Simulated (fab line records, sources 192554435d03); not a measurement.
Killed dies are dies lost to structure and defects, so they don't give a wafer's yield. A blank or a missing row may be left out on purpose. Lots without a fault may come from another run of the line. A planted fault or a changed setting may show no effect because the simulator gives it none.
One fault seen from 3 desks | flow n5_finfet | each desk has only its own numbers; what lay behind them comes last

THE DEFECT DESK
What the inspections along the route counted, lot by lot: means of the sampled wafers that have a number. A lot is out of limits, marked OUT, if its mean lies more than 4 standard deviations from the usual mean; the brackets give that distance.
Columns: A = raw_defect_count at N5_MOL_CONTACT_COAG_INSPECT_57, usual 200
lot  | first seen here | A
L109 | day 5 00:44     | 285
L120 | day 7 23:56     | 180
L121 | day 8 08:07     | 262
L122 | day 8 17:49     | 221
L124 | day 8 23:58     | 217
L127 | day 9 19:33     | 171
L129 | day 10 04:39    | 198
L130 | day 10 11:34    | 199
L132 | day 11 03:31    | 142
This desk's finding: nothing out of limits on any of the 9 lots.

THE TOOL OWNER'S DESK: rie_diel-06
The tool's own readings at N5_MOL_CONTACT_COAG_ETCH_91 (etches SOC in N2/H2, target depth 60 nm, overetch 21 nm, time 101.2 s): means of the sampled wafers that have a number, for each lot that ran on this tool. A lot is out of limits, marked OUT, if its mean lies more than 4 standard deviations from the usual mean; the brackets give that distance.
Columns: A = drypump_motor_current_A at N5_MOL_CONTACT_COAG_ETCH_91, usual 5.7 A; B = oes_product_au at N5_MOL_CONTACT_COAG_ETCH_91, usual 0.69 a.u.; C = rf_fwd_power_W at N5_MOL_CONTACT_COAG_ETCH_91, usual 835 W; D = rf_vpp_V at N5_MOL_CONTACT_COAG_ETCH_91, usual 523.4 V; E = showerhead_plenum_p_Torr at N5_MOL_CONTACT_COAG_ETCH_91, usual 2.52 Torr; F = throttle_valve_pct at N5_MOL_CONTACT_COAG_ETCH_91, usual 17.78 %
lot  | first seen here | A   | B    | C   | D     | E    | F
L109 | day 5 01:17     | 5.3 | 0.59 | 834 | 522.6 | 2.48 | 17.89
L120 | day 8 01:26     | 5.2 | 0.70 | 834 | 525.9 | 2.56 | 17.79
L130 | day 10 11:58    | 5.3 | 0.71 | 837 | 525.4 | 2.61 | 17.79
This desk's finding: nothing out of limits on any of the 3 lots.

THE METROLOGY DESK
What the gauges read, lot by lot, whatever tool the lot ran on: means of the sampled wafers that have a number. A lot is out of limits, marked OUT, if its mean lies more than 4 standard deviations from the usual mean; the brackets give that distance. Of its 11 readings 7 are shown: those that lie furthest out on some lot.
Columns: A = cd_nm at N5_MOL_CONTACT_COAG_CD_MEAS_137, usual 15.9 nm; B = DIBL_N at N5_BEOL_M4_RC_MEAS_101, usual 36.2 mV/V; C = DIBL_P at N5_BEOL_M4_RC_MEAS_101, usual 36.1 mV/V; D = IOFF_N at N5_BEOL_M4_RC_MEAS_101, usual 0.16 nA/um; E = ION_P at N5_BEOL_M4_RC_MEAS_101, usual 463 uA/um; F = VT_N at N5_BEOL_M4_RC_MEAS_101, usual 250 mV; G = VT_P at N5_BEOL_M4_RC_MEAS_101, usual -250 mV
lot  | first seen here | A    | B    | C    | D    | E   | F   | G
L109 | day 5 01:50     | 16.0 | 36.1 | 37.2 | 0.14 | 449 | 252 | -255
L120 | day 8 01:53     | 16.6 | 36.4 | 37.0 | 0.16 | 472 | 248 | -245
L121 | day 8 08:58     | 16.0 | 35.1 | 34.6 | 0.15 | 468 | 250 | -245
L122 | day 8 19:41     | 15.3 | 38.2 | 40.1 | 0.23 | 470 | 244 | -249
L124 | day 9 00:49     | 15.9 | 37.7 | 37.8 | 0.20 | 466 | 245 | -248
L127 | day 9 20:23     | 15.5 | 34.9 | 35.0 | 0.15 | 467 | 250 | -246
L129 | day 10 05:34    | 15.7 | 38.8 | 35.7 | 0.17 | 460 | 249 | -249
L130 | day 10 12:25    | 15.7 | 35.6 | 34.6 | 0.15 | 458 | 252 | -249
L132 | day 11 04:22    | 16.0 | 36.6 | 37.5 | 0.16 | 468 | 249 | -248
This desk's finding: nothing out of limits on any of the 9 lots.

PUT TOGETHER
The defect desk saw nothing out of limits.
The tool owner's desk saw nothing out of limits.
The metrology desk saw nothing out of limits.

WHAT THE SIMULATOR HAD PUT IN
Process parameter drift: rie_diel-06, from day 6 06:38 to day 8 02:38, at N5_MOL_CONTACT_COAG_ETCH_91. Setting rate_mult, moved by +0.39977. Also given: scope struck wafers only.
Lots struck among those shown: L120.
